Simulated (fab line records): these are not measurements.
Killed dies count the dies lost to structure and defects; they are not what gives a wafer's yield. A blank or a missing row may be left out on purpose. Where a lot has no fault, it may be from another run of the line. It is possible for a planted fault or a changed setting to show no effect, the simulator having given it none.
Chamber matching || flow n5Finfet || 3 sister chambers for N5_BEOL_M6_PECVD_70 on pecvd-02
The step deposits SiO2 from TEOS/O2, target thk 20 nm, time 22.7 s. 18 wafers are shown with their chamber, then 9 later ones without.

== WAFERS PAIRED WITH THEIR CHAMBERS ==
{"wafer": "L077.1", "chamber": 1, "throttleValvePct (%)": 22.6, "heaterPowerW (W)": 748, "showerheadPlenumPTorr (Torr)": 8.77}
{"wafer": "L077.3", "chamber": 0, "throttleValvePct (%)": 22.2, "heaterPowerW (W)": 748, "showerheadPlenumPTorr (Torr)": 8.82}
{"wafer": "L077.6", "chamber": 0, "throttleValvePct (%)": 22.1, "heaterPowerW (W)": 761, "showerheadPlenumPTorr (Torr)": 8.79}
{"wafer": "L078.1", "chamber": 1, "throttleValvePct (%)": 22.7, "heaterPowerW (W)": 855, "showerheadPlenumPTorr (Torr)": 8.76}
{"wafer": "L078.4", "chamber": 1, "throttleValvePct (%)": 22.6, "heaterPowerW (W)": 883, "showerheadPlenumPTorr (Torr)": 8.75}
{"wafer": "L078.5", "chamber": 2, "throttleValvePct (%)": 20.6, "heaterPowerW (W)": 516, "showerheadPlenumPTorr (Torr)": 8.79}
{"wafer": "L080.1", "chamber": 0, "throttleValvePct (%)": 22.2, "heaterPowerW (W)": 724, "showerheadPlenumPTorr (Torr)": 8.81}
{"wafer": "L080.3", "chamber": 1, "throttleValvePct (%)": 22.4, "heaterPowerW (W)": 750, "showerheadPlenumPTorr (Torr)": 8.76}
{"wafer": "L080.5", "chamber": 2, "throttleValvePct (%)": 20.5, "heaterPowerW (W)": 558, "showerheadPlenumPTorr (Torr)": 8.79}
{"wafer": "L082.1", "chamber": 0, "throttleValvePct (%)": 22.1, "heaterPowerW (W)": 749, "showerheadPlenumPTorr (Torr)": 8.80}
{"wafer": "L082.5", "chamber": 2, "throttleValvePct (%)": 20.5, "heaterPowerW (W)": 538, "showerheadPlenumPTorr (Torr)": 8.79}
{"wafer": "L082.6", "chamber": 0, "throttleValvePct (%)": 22.2, "heaterPowerW (W)": 721, "showerheadPlenumPTorr (Torr)": 8.83}
{"wafer": "L083.4", "chamber": 1, "throttleValvePct (%)": 22.7, "heaterPowerW (W)": 829, "showerheadPlenumPTorr (Torr)": 8.77}
{"wafer": "L083.5", "chamber": 2, "throttleValvePct (%)": 20.7, "heaterPowerW (W)": 575, "showerheadPlenumPTorr (Torr)": 8.79}
{"wafer": "L083.6", "chamber": 0, "throttleValvePct (%)": 22.5, "heaterPowerW (W)": 634, "showerheadPlenumPTorr (Torr)": 8.82}
{"wafer": "L086.1", "chamber": 1, "throttleValvePct (%)": 22.5, "heaterPowerW (W)": 866, "showerheadPlenumPTorr (Torr)": 8.77}
{"wafer": "L086.2", "chamber": 2, "throttleValvePct (%)": 20.4, "heaterPowerW (W)": 571, "showerheadPlenumPTorr (Torr)": 8.81}
{"wafer": "L086.3", "chamber": 0, "throttleValvePct (%)": 22.3, "heaterPowerW (W)": 722, "showerheadPlenumPTorr (Torr)": 8.80}

SIGNATURES (averages over the wafers above)
{"reading": "throttleValvePct", "chamber 0": 22.229, "chamber 1": 22.583, "chamber 2": 20.540, "scatter within a chamber": 0.125}
{"reading": "heaterPowerW", "chamber 0": 722.71, "chamber 1": 821.83, "chamber 2": 551.60, "scatter within a chamber": 45.1}
{"reading": "showerheadPlenumPTorr", "chamber 0": 8.8100, "chamber 1": 8.7633, "chamber 2": 8.7940, "scatter within a chamber": 0.0111}
Rule: a wafer lies at a distance from a chamber equal to the root of the sum of squares, over the readings, of (its reading less the chamber's mean, divided by the reading's scatter). The wafer belongs to the nearest chamber; if the next one is less than 2 further off, it can't be placed. The scatter is the square root of a quotient: the sum, over the shown wafers, of each reading's squared deviation from its chamber's mean, divided by wafers minus chambers.

== WAFERS WHOSE CHAMBER IS MISSING ==
{"wafer": "L089.2", "throttleValvePct (%)": 20.6, "heaterPowerW (W)": 523, "showerheadPlenumPTorr (Torr)": 8.79}
{"wafer": "L089.3", "throttleValvePct (%)": 22.4, "heaterPowerW (W)": 792, "showerheadPlenumPTorr (Torr)": 8.77}
{"wafer": "L089.5", "throttleValvePct (%)": 20.5, "heaterPowerW (W)": 501, "showerheadPlenumPTorr (Torr)": 8.80}
{"wafer": "L094.1", "throttleValvePct (%)": 22.6, "heaterPowerW (W)": 880, "showerheadPlenumPTorr (Torr)": 8.80}
{"wafer": "L094.3", "throttleValvePct (%)": 20.5, "heaterPowerW (W)": 627, "showerheadPlenumPTorr (Torr)": 8.80}
{"wafer": "L094.4", "throttleValvePct (%)": 20.7, "heaterPowerW (W)": 613, "showerheadPlenumPTorr (Torr)": 8.82}
{"wafer": "L097.2", "throttleValvePct (%)": 22.2, "heaterPowerW (W)": 616, "showerheadPlenumPTorr (Torr)": 8.81}
{"wafer": "L097.3", "throttleValvePct (%)": 20.7, "heaterPowerW (W)": 602, "showerheadPlenumPTorr (Torr)": 8.81}
{"wafer": "L097.4", "throttleValvePct (%)": 22.4, "heaterPowerW (W)": 606, "showerheadPlenumPTorr (Torr)": 8.82}

== THE CHAMBER EACH PASSED THROUGH ==
{"wafer": "L089.2", "from the rows above": 2, "in truth": 2}
{"wafer": "L089.3", "from the rows above": 1, "in truth": 1}
{"wafer": "L089.5", "from the rows above": 2, "in truth": 2}
{"wafer": "L094.1", "from the rows above": "can't be placed: 1 or 0", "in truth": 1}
{"wafer": "L094.3", "from the rows above": 2, "in truth": 2}
{"wafer": "L094.4", "from the rows above": 2, "in truth": 2}
{"wafer": "L097.2", "from the rows above": 0, "in truth": 0}
{"wafer": "L097.3", "from the rows above": 2, "in truth": 2}
{"wafer": "L097.4", "from the rows above": 0, "in truth": 0}
Correct placement for 8 of the 9. Unplaceable from these rows: 1, with the true chamber sitting among the candidates in 1. Placed wrongly: 0.
